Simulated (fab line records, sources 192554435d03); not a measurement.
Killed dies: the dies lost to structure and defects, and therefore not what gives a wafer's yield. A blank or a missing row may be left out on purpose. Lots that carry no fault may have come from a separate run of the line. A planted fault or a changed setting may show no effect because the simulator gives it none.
fab line records	flow n5_finfet
record: lots: 10	wafers: 29	last_day: 16
route steps=1938 shown FIN_SAQP@139 FIN_CUT@160 BEOL_M4@1111 PASSIVATION@1936
lots that met no fault: taken from a fault-free run of the same line
start_h: hours from the record's opening day to when the first of the lot's shown wafers began	wait_h: hours from the lot's prior step to this one	" the same as in the row above	L1.1+2: several wafers, shown together as one row	- value missing, or start not given	* or withheld: withheld	< > ~ a bound
route shown NAME@n: names a module that has steps shown in the file, with the first one's number in the route	usual: the fault-free wafers' mean and standard deviation	same: alike in all rows	chamber/n: place in a boat	sites: the reading at each site	_std_site: standard deviation of those values	_edge_site: the outer-site mean with the inner-site mean subtracted	radius_mm: how far each site lies from the wafer's centre	mask NAME#n: copy n	behind: the tool/chamber that last shaped the wafer	hold: what put the lot on hold/how long, in hours/how the hold closed	device: the transistor (n, p or np) that didn't switch	end of line: the same wafers' tests at the end of the route	where a step has no rows: the recipe by itself	killed: at the first sort, the dies lost to defects and structure; wafer yield is something else	map: a wafer's dies, marking killed ones x, the rest . and places with no die _
set.NAME: setting as actually run; set.NAME@STEP: the setting as run at that earlier step	model.NAME: the simulator's own value behind a step, which no gauge read
one table for each step of the route and one row for each wafer, over a sample of lots
services: a tool's chamber out of use, with start hour (start_h, from the record's first day; less than 0 if before it), hours out, and reason
== steps ==
step: N5_FIN_SAQP_SPACER2_ETCHBACK_29
recipe: chemistry: CHF3/O2	mode: anisotropic_etchback	target: SiO2	target_depth_a: 122	time_s: 6.1	pressure_mtorr: 30	source_w: 650	bias_w: 170	Ar_flow_sccm: 200	CHF3_flow_sccm: 50	O2_flow_sccm: 5	ion_energy_ev: 200
usual: drypump_motor_current_A: 5.7/0.4	oes_product_au: 0.78/0.087	rf_vpp_V: 522/7.5	showerhead_plenum_p_Torr: 2.42/0.069	throttle_valve_pct: 19.06/0.24
lot.wafer	tool	chamber	start_h	wait_h	drypump_motor_current_A	oes_product_au	rf_hours_counter_h	rf_vpp_V	showerhead_plenum_p_Torr	throttle_valve_pct
L334.2	rie_diel-04	3	25.03	0.2	5.7	0.76	146	533	2.42	19.16
L334.3	"	0	"	"	6.1	0.84	55	526	2.36	18.85
L335.3	rie_diel-02	0	31.88	0.2	5.3	0.65	245	526	2.48	19.42
L335.5	"	0	"	"	5.3	0.66	-	527	2.48	19.41
L335.6	"	1	"	"	5.5	0.75	-	501	2.51	19.11
L337.2	rie_diel-02	2	44.28	0.2	5.0	0.76	148	517	2.42	18.92
L337.5	"	1	"	"	5.5	0.75	-	498	2.51	19.13
L337.6	"	2	"	"	5.0	0.76	-	516	2.42	18.94
L340.1	rie_diel-06	0	61.11	0.3	5.9	0.70	226	519	2.47	18.99
L340.4	"	1	"	"	6.1	0.71	228	519	2.49	19.26
L340.5	"	3	"	"	5.9	0.73	-	521	2.41	19.52
L345.2	rie_diel-06	1	95.44	0.2	6.1	0.70	239	518	2.48	19.27
L345.3	"	0	"	"	5.9	0.69	239	517	2.47	19.01
L345.6	"	1	"	"	6.1	0.70	-	519	2.48	19.29
L347.2	rie_diel-02	0	104.56	0.2	5.3	0.93	15	526	2.48	19.12
L347.3	"	3	"	"	5.7	0.89	29	518	2.55	18.80
L347.6	"	2	"	"	5.0	0.74	-	517	2.41	18.98
L349.1	rie_diel-06	0	119.97	0.2	5.9	0.68	252	517	2.46	19.06
L349.4	"	3	"	"	5.9	0.70	-	522	2.40	19.58
L349.6	"	2	"	"	5.3	0.74	-	515	2.33	19.21
L353.1	rie_diel-04	3	139.81	0.3	5.7	0.73	185	533	2.41	19.22
L353.5	"	1	"	"	5.4	0.91	-	527	2.44	18.88
L353.6	"	2	"	"	6.4	0.75	-	522	2.30	18.85
L354.2	rie_diel-04	3	145.65	0.2	5.7	0.72	188	532	2.41	19.22
L354.3	"	2	"	"	6.4	0.74	174	522	2.30	18.86
L354.5	"	1	"	"	5.4	0.90	-	527	2.44	18.86
L356.2	rie_diel-04	3	157.31	0.2	5.6	0.73	191	532	2.41	19.25
L356.3	"	2	"	"	6.4	0.74	177	521	2.30	18.85
L356.4	"	0	"	"	6.1	0.78	101	522	2.34	18.91
step: N5_FIN_SAQP_CD_MEAS_37
recipe: target_cd_nm: 8	polarity: line
usual: cd_nm: 8.09/0.26
lot.wafer	tool	chamber	start_h	wait_h	cd_nm
L334.2	cd_sem-03	-	25.69	0.1	8.13
L334.3	"	-	"	"	7.86
L335.3	cd_sem-01	-	32.53	0.1	8.03
L335.5	"	-	"	"	7.88
L335.6	"	-	"	"	8.05
L337.2	cd_sem-02	-	44.93	0.1	8.32
L337.5	"	-	"	"	7.84
L337.6	"	-	"	"	8.16
L340.1	cd_sem-01	-	62.01	0.1	8.39
L340.4	"	-	"	"	8.14
L340.5	"	-	"	"	8.29
L345.2	cd_sem-03	-	96.20	0.1	7.88
L345.3	"	-	"	"	8.16
L345.6	"	-	"	"	7.97
L347.2	cd_sem-03	-	105.22	0.1	7.90
L347.3	"	-	"	"	8.01
L347.6	"	-	"	"	7.64
L349.1	cd_sem-03	-	120.62	0.1	7.73
L349.4	"	-	"	"	8.00
L349.6	"	-	"	"	8.20
L353.1	cd_sem-02	-	140.56	0.1	7.65
L353.5	"	-	"	"	8.35
L353.6	"	-	"	"	7.73
L354.2	cd_sem-02	-	146.30	0.1	8.18
L354.3	"	-	"	"	7.98
L354.5	"	-	"	"	8.22
L356.2	cd_sem-03	-	158.01	0.1	7.94
L356.3	"	-	"	"	8.65
L356.4	"	-	"	"	8.37
step: N5_FIN_CUT_EXPOSE_05
recipe: mask_id: FIN_CUT	na: 0.33	source_shape: annular	sigma_inner: 0.35	sigma_outer: 0.8	polarization: unpolarized	dose_mj: 45.75
lot.wafer	tool	chamber	start_h	wait_h	mask
L334.2+3	euv_scanner-02	0	26.11	-	FIN_CUT#0
L335.3+5+6	euv_scanner-01	0	32.96	-	FIN_CUT#0
L337.2+5+6	euv_scanner-01	0	45.36	-	FIN_CUT#0
L340.1+4+5	euv_scanner-01	0	62.31	-	FIN_CUT#0
L345.2+3+6	euv_scanner-01	0	96.50	-	FIN_CUT#0
L347.2+3+6	euv_scanner-01	0	105.65	-	FIN_CUT#0
L349.1+4+6	euv_scanner-02	0	120.91	-	FIN_CUT#0
L353.1+5+6	euv_scanner-02	0	141.02	-	FIN_CUT#0
L354.2+3+5	euv_scanner-02	0	146.61	-	FIN_CUT#0
L356.2+3+4	euv_scanner-02	0	158.34	-	FIN_CUT#0
step: N5_FIN_CUT_OVL_MEAS_09
recipe: points_per_wafer: 522
usual: FIN_CUT_OVL: -0.3/0.62
lot.wafer	tool	chamber	start_h	wait_h	FIN_CUT_OVL[nm]
L334.2	overlay-01	0	26.28	0.0	-0.3
L334.3	"	0	"	"	0.1
L335.3	overlay-02	0	33.12	0.0	0.6
L335.5	"	0	"	"	-0.2
L335.6	"	0	"	"	-0.4
L337.2	overlay-02	0	45.52	0.0	-1.1
L337.5	"	0	"	"	-0.4
L337.6	"	0	"	"	-0.1
L340.1	overlay-01	0	62.48	0.0	-0.3
L340.4	"	0	"	"	-0.7
L340.5	"	0	"	"	0.4
L345.2	overlay-01	0	96.67	0.0	4.2
L345.3	"	0	"	"	5.3
L345.6	"	0	"	"	4.7
L347.2	overlay-02	0	105.82	0.0	3.3
L347.3	"	0	"	"	3.6
L347.6	"	0	"	"	4.1
L349.1	overlay-01	0	121.08	0.0	-0.5
L349.4	"	0	"	"	-0.6
L349.6	"	0	"	"	-0.1
L353.1	overlay-02	0	141.18	0.0	0.0
L353.5	"	0	"	"	0.1
L353.6	"	0	"	"	0.0
L354.2	overlay-02	0	146.77	0.0	-0.7
L354.3	"	0	"	"	0.8
L354.5	"	0	"	"	-1.1
L356.2	overlay-01	0	158.50	0.0	-1.1
L356.3	"	0	"	"	0.4
L356.4	"	0	"	"	-0.9
step: N5_FIN_CUT_CUT_ETCH_27
recipe: chemistry: CHF3/O2	target: SiO2	target_depth_a: 40	mask_material: SOC	overetch_a: 20	time_s: 4.9	pressure_mtorr: 30	source_w: 650	bias_w: 170	Ar_flow_sccm: 200	CHF3_flow_sccm: 50	O2_flow_sccm: 5	ion_energy_ev: 200
usual: drypump_motor_current_A: 5.5/0.51	oes_product_au: 0.63/0.066	rf_vpp_V: 521/12	showerhead_plenum_p_Torr: 2.41/0.085	throttle_valve_pct: 18.77/0.25
lot.wafer	tool	chamber	start_h	wait_h	drypump_motor_current_A	oes_product_au	rf_hours_counter_h	rf_vpp_V	showerhead_plenum_p_Torr	throttle_valve_pct
L334.2	rie_diel-05	3	26.85	0.0	5.8	0.59	170	537	2.50	18.51
L334.3	"	2	"	"	6.7	0.67	65	525	2.52	18.22
L335.3	rie_diel-01	2	33.69	0.0	5.0	0.58	184	530	2.39	19.21
L335.5	"	2	"	"	5.0	0.58	-	530	2.39	19.23
L335.6	"	3	"	"	5.3	0.58	-	512	2.32	18.74
L337.2	rie_diel-05	0	46.09	0.0	5.6	0.63	84	501	2.25	18.72
L337.5	"	2	"	"	6.8	0.66	-	523	2.52	18.22
L337.6	"	3	"	"	5.8	0.58	-	535	2.50	18.53
L340.1	rie_diel-01	2	63.05	0.0	5.0	0.57	194	530	2.39	19.26
L340.4	"	3	"	"	5.4	0.58	167	513	2.31	18.77
L340.5	"	1	"	"	5.8	0.74	-	534	2.46	18.77
L345.2	rie_diel-05	2	97.24	0.0	6.7	0.66	80	523	2.51	18.26
L345.3	"	3	"	"	5.8	0.57	185	536	2.49	18.54
L345.6	"	1	"	"	6.1	0.70	-	521	2.54	18.51
L347.2	rie_diel-05	1	106.38	0.0	6.1	0.69	38	522	2.54	18.53
L347.3	"	0	"	"	5.6	0.62	97	502	2.25	18.76
L347.6	"	3	"	"	5.7	0.58	-	534	2.49	18.52
L349.1	rie_diel-05	0	121.65	0.0	5.6	0.61	103	502	2.24	18.76
L349.4	"	1	"	"	6.1	0.69	43	522	2.54	18.54
L349.6	"	1	"	"	6.1	0.68	-	522	2.54	18.54
L353.1	rie_diel-01	3	141.76	0.0	5.3	0.56	195	512	2.30	18.82
L353.5	"	0	"	"	4.9	0.70	-	507	2.44	18.80
L353.6	"	3	"	"	5.3	0.57	-	512	2.30	18.81
L354.2	rie_diel-01	3	147.34	0.0	5.3	0.56	198	512	2.30	18.81
L354.3	"	2	"	"	5.0	0.55	223	530	2.37	19.28
L354.5	"	0	"	"	4.9	0.70	-	507	2.44	18.79
L356.2	rie_diel-01	1	159.07	0.0	5.8	0.69	35	532	2.45	18.82
L356.3	"	0	"	"	4.9	0.69	54	507	2.43	18.79
L356.4	"	3	"	"	5.4	0.56	202	512	2.30	18.84
step: N5_BEOL_M4_RC_MEAS_101
usual: DIBL_N: 36.3/1.6	DIBL_P: 36.2/2.1	IOFF_N: 0.16/0.031	IOFF_P: 0.21/0.034	ION_N: 673/11	ION_P: 461/7.4	SS_N: 71.6/0.55	SS_P: 73.3/0.66	VT_N: 251/3.2	VT_P: -251/3.5
lot.wafer	tool	chamber	start_h	wait_h	DIBL_N[mV/V]	DIBL_P[mV/V]	IOFF_N[nA/um]	IOFF_P[nA/um]	ION_N[uA/um]	ION_P[uA/um]	SS_N[mV/dec]	SS_P[mV/dec]	VT_N[mV]	VT_P[mV]
L334.2	prober-02	0	157.00	0.2	36.6	35.7	0.16	0.23	678	469	72.4	73.7	250	-252
L334.3	"	0	"	"	34.4	33.3	0.13	0.19	683	473	71.6	73.3	252	-250
L335.3	prober-02	0	159.98	0.3	36.3	36.0	0.14	0.21	683	471	71.0	73.8	254	-254
L335.5	"	0	"	"	36.8	36.5	0.14	0.21	665	462	71.5	73.4	253	-253
L335.6	"	0	"	"	38.4	37.9	0.17	0.25	676	464	71.2	74.0	250	-251
L337.2	prober-01	0	180.04	0.2	37.1	37.1	0.18	0.21	673	458	72.1	74.2	248	-250
L337.5	"	0	"	"	34.0	33.1	0.12	0.16	648	447	71.8	72.7	254	-255
L337.6	"	0	"	"	35.2	35.2	0.15	0.18	679	456	72.0	73.1	250	-254
L340.1	prober-01	0	192.87	0.0	39.4	39.1	0.25	0.27	681	460	72.0	74.2	244	-247
L340.4	"	0	"	"	39.9	40.1	0.24	0.28	683	461	72.9	74.2	245	-247
L340.5	"	0	"	"	40.0	39.6	0.26	0.28	683	464	72.5	73.5	246	-248
L345.2	prober-01	0	222.41	0.2	35.0	33.8	0.13	0.17	672	456	70.8	72.5	256	-254
L345.3	"	0	"	"	37.7	36.7	0.19	0.21	676	456	72.4	73.1	249	-251
L345.6	"	0	"	"	36.8	34.5	0.15	0.18	661	453	71.7	72.5	253	-254
L347.2	prober-01	0	236.46	0.2	37.8	37.6	0.15	0.21	675	460	72.0	73.3	252	-253
L347.3	"	0	"	"	38.2	37.3	0.17	0.19	673	450	72.4	73.8	249	-257
L347.6	"	0	"	"	36.2	36.6	0.14	0.18	660	453	71.2	73.5	251	-256
L349.1	prober-02	0	256.65	0.0	36.4	34.9	0.15	0.19	674	457	71.6	72.7	248	-251
L349.4	"	0	"	"	34.2	32.6	0.12	0.16	643	451	71.2	71.4	255	-251
L349.6	"	0	"	"	34.8	34.5	0.14	0.19	660	459	70.7	73.0	253	-252
L353.1	prober-01	0	268.94	0.0	36.5	37.0	0.16	0.20	669	462	72.3	73.6	251	-249
L353.5	"	0	"	"	36.2	36.8	0.15	0.20	665	460	71.2	73.7	251	-251
L353.6	"	0	"	"	35.5	34.7	0.13	0.17	661	452	71.5	73.0	256	-253
L354.2	prober-01	0	273.49	0.2	36.9	37.1	0.16	0.18	670	454	71.6	73.1	251	-258
L354.3	"	0	"	"	33.8	33.7	0.11	0.13	662	446	70.9	72.7	256	-262
L354.5	"	0	"	"	36.6	37.1	0.16	0.17	682	459	71.5	73.2	249	-258
L356.2	prober-01	0	295.65	0.2	34.2	32.7	0.10	0.14	656	455	70.4	71.8	257	-254
L356.3	"	0	"	"	37.2	37.0	0.15	0.19	667	456	71.2	72.6	251	-253
L356.4	"	0	"	"	36.9	36.4	0.14	0.19	666	463	71.6	72.9	252	-255
step: N5_PASSIVATION_PROBE_49
usual: defect_limited_yield: 91.5/1.5	killed_at_M0_to_M3: 32/9.4	killed_at_M4_up: 12/5.1	killed_at_contacts: 11/7.4	killed_at_front_end: 41/11	killed_at_other: 3.4/2.5	killed_dies: 100/17	killed_open: 65/14	killed_short: 33/7	sort_bin_4_leakage: 0.00/0.01	sort_bin_5_function: 4.9/0.96	sort_bin_6_memory: 3.1/0.7	sort_bin_8_speed: 0.00/0.01	sort_n_pass: 1080/17	sort_yield_pct: 91.5/1.5
same: gross_dies: 1180	killed_at_back_side: 0
lot.wafer	tool	chamber	start_h	wait_h	defect_limited_yield[%]	killed_at_M0_to_M3	killed_at_M4_up	killed_at_contacts	killed_at_front_end	killed_at_other	killed_dies	killed_open	killed_short	sort_bin_4_leakage[%]	sort_bin_5_function[%]	sort_bin_6_memory[%]	sort_bin_8_speed[%]	sort_n_pass	sort_yield_pct[%]
L353.1	prober-02	-	355.34	0.0	90.1	53	11	2	45	6	117	77	40	0	5.1	4.6	0	1063	90.1
L353.5	prober-02	-	355.54	0.2	91.6	33	21	10	28	7	99	71	28	0	5.1	3.1	0	1081	91.6
L353.6	prober-02	-	355.59	0.3	92.3	41	17	4	26	3	91	58	33	0	4.6	2.6	0	1089	92.3
killed by level:class
L353.1 BEOL_M0_SAQP:geometric_particle:short=18 BEOL_M0_SAQP:geometric_particle:open=14 FIN_SAQP:geometric_particle:open=11 STI_FIN_REVEAL:geometric_particle:open=9 BEOL_M3:geometric_particle:open=7 BEOL_M1:geometric_particle:open=6 BEOL_M2:geometric_particle:open=6 FIN_SAQP:geometric_particle:short=5
L353.5 MOL_CONTACT_COAG:geometric_particle:open=9 BEOL_M4:geometric_particle:open=8 BEOL_M1:geometric_particle:open=7 BEOL_M3:geometric_particle:open=7 BEOL_M0_SAQP:geometric_particle:open=6 FIN_SAQP:geometric_particle:short=4 FIN_SAQP:geometric_particle:open=4 DUMMY_GATE:geometric_particle:open=4
L353.6 BEOL_M0_SAQP:geometric_particle:open=12 BEOL_M1:geometric_particle:open=9 BEOL_M3:geometric_particle:open=6 BEOL_M4:geometric_particle:open=6 FIN_SAQP:geometric_particle:short=5 FIN_SAQP:geometric_particle:open=5 MOL_CONTACT_COAG:geometric_particle:open=4 BEOL_M0_SAQP:geometric_particle:short=4
== services ==
tool	chamber	start_h	hours	kind
euv_scanner-02	-	11.26	1.0	pm
rie_diel-02	-	11.62	1.2	repair
euv_scanner-02	-	17.15	1.1	repair
euv_scanner-01	-	18.20	1.0	pm
rie_diel-05	-	28.85	1.1	repair
rie_diel-02	3	29.92	4.2	repair
rie_diel-04	0	35.51	9.4	repair
rie_diel-02	3	55.90	7.6	repair
euv_scanner-02	-	67.41	1.0	pm
rie_diel-05	-	70.80	14.6	pm
euv_scanner-01	-	73.45	1.0	pm
rie_diel-02	0	75.70	2.6	repair
euv_scanner-01	-	79.19	7.4	repair
rie_diel-06	2	87.77	25.7	repair
rie_diel-06	1	88.98	2.9	repair
euv_scanner-02	-	88.99	4.6	pm
euv_scanner-01	-	90.89	0.8	repair
rie_diel-01	-	105.87	0.6	repair
rie_diel-04	3	109.30	9.0	repair
euv_scanner-01	-	114.11	0.6	repair
euv_scanner-02	-	123.56	1.0	pm
euv_scanner-01	-	129.62	1.0	pm
euv_scanner-01	-	136.53	4.6	pm
rie_diel-01	1	140.00	12.9	repair
== key ==
first_sign: step: N5_FIN_CUT_OVL_MEAS_09	reading: FIN_CUT_OVL	direction: up	sigmas: 7.2	usual: -0.3	struck: 4.2
effect none on later readings
met_at N5_FIN_CUT_EXPOSE_05
struck_lots L345,L347
baseline_loss: step: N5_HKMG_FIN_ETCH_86	wafers: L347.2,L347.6
not_acting_at N5_FIN_SAQP_SPACER2_ETCHBACK_29,N5_FIN_SAQP_CD_MEAS_37,N5_FIN_CUT_CUT_ETCH_27
onset_between 62.31 96.50
fault: kind: scanner_matching_overlay	tool: euv_scanner-01	chamber: -	onset_h: 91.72	steps: N5_FIN_CUT_EXPOSE_05	offset: 4.5179
baseline_loss: these wafers lose ten dies or more at that step, a loss of the line's own and not of a fault; the sort's usual values leave them out
